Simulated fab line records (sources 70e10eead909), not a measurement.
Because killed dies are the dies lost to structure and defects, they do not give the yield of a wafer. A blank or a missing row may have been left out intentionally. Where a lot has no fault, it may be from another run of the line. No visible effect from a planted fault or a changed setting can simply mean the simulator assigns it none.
The tool behind it: which one?    flow nand_harc    6 lots with 18 wafers sampled at 5 steps, on a route of 1159 steps

== WHAT THE GAUGES READ, wafer by wafer ==
NHARC_END_SORT_01.
lot   measured      on         killed_at_array
L456  day 22 03:23  prober-02  43

== WHICH TOOL RAN EACH LOT (tool, then ch and the chambers of the sampled wafers, then the start) ==
lot   NHARC_A_CONTACT_STRIP_26                       NHARC_A_CONTACT_ALD_18               NHARC_A_BLC_STRIP_29                NHARC_A_BLC_CMP_25
L444  rie_diel-05 ch 0,1,3, day 17 08:21 or earlier  ald_metal-04 ch 0,1,3, day 17 08:21  rie_diel-11 ch 0,3, day 17 17:49    cmp-02 ch 0,2, day 17 22:55
L452  rie_diel-02 ch 1,2,3, day 19 05:05 or earlier  ald_metal-01 ch 1,3, day 19 05:05    rie_diel-07 ch 2,3, day 19 15:52    cmp-01 ch 0,1,2, day 19 17:31
L456  rie_diel-05 ch 1,2,3, day 19 19:16 or earlier  ald_metal-02 ch 0,1, day 19 19:16    rie_diel-07 ch 0,1,2, day 19 22:40  cmp-01 ch 0,2,3, day 20 06:29
L460  rie_diel-02 ch 0,2,3, day 21 06:26 or earlier  ald_metal-04 ch 0,1,3, day 21 06:26  rie_diel-07 ch 1,2, day 21 16:24    cmp-03 ch 0,3, day 21 22:05
L464  rie_diel-02 ch 2,3, day 22 14:21 or earlier    ald_metal-04 ch 2,3, day 22 14:21    rie_diel-07 ch 0,1,3, day 22 17:40  cmp-03 ch 0,1, day 22 19:26
L463  rie_diel-02 ch 0,2,3, day 22 22:38 or earlier  ald_metal-01 ch 0,3, day 22 22:38    rie_diel-07 ch 2,3, day 23 06:16    cmp-03 ch 0,3, day 23 11:25
- NHARC_A_CONTACT_STRIP_26: strips in O2.
- NHARC_A_CONTACT_ALD_18: deposits TiN, target thk 3 nm, pulse time 1 s, ald cycles 150.
- NHARC_A_BLC_STRIP_29: strips in CF4.
- NHARC_A_BLC_CMP_25: polishes, t overpolish 30 s, target thk 150 nm.

== THE ANSWER, worked out from the rows above alone ==
Rule: the usual values come from the lots themselves. Put in order of their means at a reading, lots are off if they are a third of the lots or fewer, leave a main group of 4 or more, and stand apart from it by a gap of 3 or more times the standard deviation of the main group's means; of several such gaps the widest counts. A main group is skipped when, at the precision printed for the reading in the tables above, its means are all equal. A lot without any number at a reading at which 4 lots or more have one is off too. All remaining lots with rows at the step are treated as sound.
Nothing can be told from this: no lot is off at any reading shown.

== WHAT HAD BEEN PUT IN BY THE SIMULATOR ==
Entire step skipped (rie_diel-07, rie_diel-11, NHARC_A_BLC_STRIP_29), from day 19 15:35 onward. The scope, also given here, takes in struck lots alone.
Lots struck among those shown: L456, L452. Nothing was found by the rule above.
